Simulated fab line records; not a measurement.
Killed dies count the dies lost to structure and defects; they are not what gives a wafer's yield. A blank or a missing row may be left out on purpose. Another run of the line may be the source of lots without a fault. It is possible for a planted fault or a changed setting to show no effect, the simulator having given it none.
Problem report in the 8D (eight disciplines) form, filled by code | flow n5Finfet | the parts of the form that need people (team, actions taken, sign-off) are left out

== 1. THE PROBLEM ==
Wafers without a fault read 342.5 W, standard deviation 1.2; rfFwdPowerW at N5_BEOL_M10_VIA_ETCH_34 reads a mean of 425.4 W on 6 wafers belonging to 2 lots. Measured from the usual mean, that is +69 standard deviations.
The step: etches SiCOH lowk in C4F6/O2, target depth 184.5 nm, time 69.2 s.
First seen on wafer L796.3, day 12 03:34, on rieDiel-04. The record holds 29 wafers of 10 lots with a number at this step. By rule, "out" or "out of limits" means more than 4 standard deviations away from the usual mean. The rest of the wafers with a number are treated as sound.

== 2. WHAT IT IS AND WHAT IT IS NOT ==
question                    | is                     | is not
which readings at this step | rfFwdPowerW            | drypumpMotorCurrentA, showerheadPlenumPTorr, throttleValvePct
which lots                  | L796, L798             | L789, L790, L791, L801, L805, L808, L809, L812
which wafers of those lots  | all that have a number | -
read on which tools         | rieDiel-04             | rieDiel-01, rieDiel-05
when                        | from day 12 03:34      | up to then (9 sound wafers); but 14 sound wafers of L801, L805, L808, L809, L812 came after

== 3. SUSPECTS, AND WHAT RULES EACH OUT ==
Counting: a tool at a process step up to the reading stays a suspect if it ran every lot that is out and no sound lot after the first of them.
- rieDiel-04 at N5_BEOL_M10_DESCUM_33 (chemistry O2, time 7.9 s): ruled out as a lasting fault. Following L796 (day 12 03:22), the first lot on it that is out, the sound lots L808, L812 were run on it.
- rieDiel-04 at N5_BEOL_M10_VIA_ETCH_34 (etches SiCOH lowk in C4F6/O2, target depth 184.5 nm, time 69.2 s): ruled out as a lasting fault. Following L796 (day 12 03:34), the first lot on it that is out, the sound lots L808, L812 were run on it.
Left after counting: nothing in the record.

== 4. THE CAUSE (what the simulator had put in) ==
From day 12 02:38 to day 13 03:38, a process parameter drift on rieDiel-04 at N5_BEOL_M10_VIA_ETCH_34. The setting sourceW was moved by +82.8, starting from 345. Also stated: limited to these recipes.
Counting ruled it out, wrongly.

== 5. SEQUENCE OF EFFECTS, ordered by route ==
Each row: a reading where the mean over the struck wafers with a number is more than 3 standard deviations away from the usual. Scope: only readings with a usual standard deviation given in the record; hours: median across lots of the time from each lot's start at the first step in this table that gives one to its start at this step; sigmas: change in usual standard deviations.
hours | step                    | reading      | usual     | on struck wafers | change | sigmas
0     | N5_BEOL_M10_VIA_ETCH_34 | oes_f_703_au | 0.79 a.u. | 1.10             | +0.31  | +4.0
0     | N5_BEOL_M10_VIA_ETCH_34 | oes_o_777_au | 0.80 a.u. | 1.07             | +0.27  | +3.3
0     | N5_BEOL_M10_VIA_ETCH_34 | rfFwdPowerW  | 342.5 W   | 425.4            | +82.9  | +69
It contains these process steps:
- N5_BEOL_M10_VIA_ETCH_34: etches SiCOH lowk in C4F6/O2, target depth 184.5 nm, time 69.2 s.
At these later measuring or inspecting steps, every struck wafer for which the step has a row has a number for every such reading, and none has moved that far: N5_BEOL_M10_CD_MEAS_35.

== 6. WHAT WOULD HAVE CAUGHT IT SOONER ==
In this record the first reading out of limits was taken at day 12 03:34, 1 hour after the fault began at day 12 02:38.
